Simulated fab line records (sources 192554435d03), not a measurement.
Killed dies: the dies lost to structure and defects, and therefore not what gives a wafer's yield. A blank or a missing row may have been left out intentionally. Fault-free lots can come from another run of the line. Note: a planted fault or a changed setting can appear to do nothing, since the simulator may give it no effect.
Chamber matching :: flow n5-finfet :: N5_MOL_CONTACT_COAG_ALD_123 on ald-sin-01: 4 sister chambers
The step deposits SiNx, target thk 5 nm, pulse time 1 s, purge time 2 s. 8 wafers are shown with their chamber, then 9 later ones without.

== WAFERS WITH THEIR CHAMBER ==
wafer: L082.3
chamber: 0
heater-power-w (W): 1066
precursor-pulse-height-rel: 1.007

wafer: L087.2
chamber: 1
heater-power-w (W): 875
precursor-pulse-height-rel: 1.022

wafer: L088.3
chamber: 2
heater-power-w (W): 710
precursor-pulse-height-rel: 0.974

wafer: L088.4
chamber: 3
heater-power-w (W): 796
precursor-pulse-height-rel: 1.005

wafer: L088.5
chamber: 1
heater-power-w (W): 852
precursor-pulse-height-rel: 0.957

wafer: L089.1
chamber: 3
heater-power-w (W): 798
precursor-pulse-height-rel: 0.990

wafer: L089.3
chamber: 0
heater-power-w (W): 1047
precursor-pulse-height-rel: 1.016

wafer: L089.4
chamber: 2
heater-power-w (W): 688
precursor-pulse-height-rel: 0.977

== WAFERS WITHOUT THEIR CHAMBER ==
wafer: L090.1
heater-power-w (W): 865
precursor-pulse-height-rel: 1.017

wafer: L090.2
heater-power-w (W): 1049
precursor-pulse-height-rel: 0.988

wafer: L090.3
heater-power-w (W): 802
precursor-pulse-height-rel: 0.995

wafer: L091.1
heater-power-w (W): 706
precursor-pulse-height-rel: 0.990

wafer: L091.2
heater-power-w (W): 789
precursor-pulse-height-rel: 0.998

wafer: L091.5
heater-power-w (W): 684
precursor-pulse-height-rel: 0.997

wafer: L093.1
heater-power-w (W): 1059
precursor-pulse-height-rel: 1.008

wafer: L093.2
heater-power-w (W): 868
precursor-pulse-height-rel: 1.013

wafer: L093.5
heater-power-w (W): 712
precursor-pulse-height-rel: 0.979

== THE CHAMBER EACH PASSED THROUGH ==
wafer: L090.1
from the rows above: 1
in truth: 1

wafer: L090.2
from the rows above: 0
in truth: 0

wafer: L090.3
from the rows above: 3
in truth: 3

wafer: L091.1
from the rows above: 2
in truth: 2

wafer: L091.2
from the rows above: 3
in truth: 3

wafer: L091.5
from the rows above: 2
in truth: 2

wafer: L093.1
from the rows above: 0
in truth: 0

wafer: L093.2
from the rows above: 1
in truth: 1

wafer: L093.5
from the rows above: 2
in truth: 2
Correct placement for 9 of the 9. Number that these rows cannot place: 0. Wrongly placed: 0.
How it was worked out, from the rows above alone: a wafer's distance from a chamber is the root of the sum, over the readings, of the square of ((its reading less the chamber's mean) divided by the reading's scatter). The wafer belongs to the nearest chamber; if the next one is less than 2 further off, it can't be placed. For every chamber, the mean is computed from those of its wafers that are shown. The scatter: take each reading less its chamber's mean, square it, sum over the shown wafers, divide by the number of wafers less the number of chambers, and take the root.
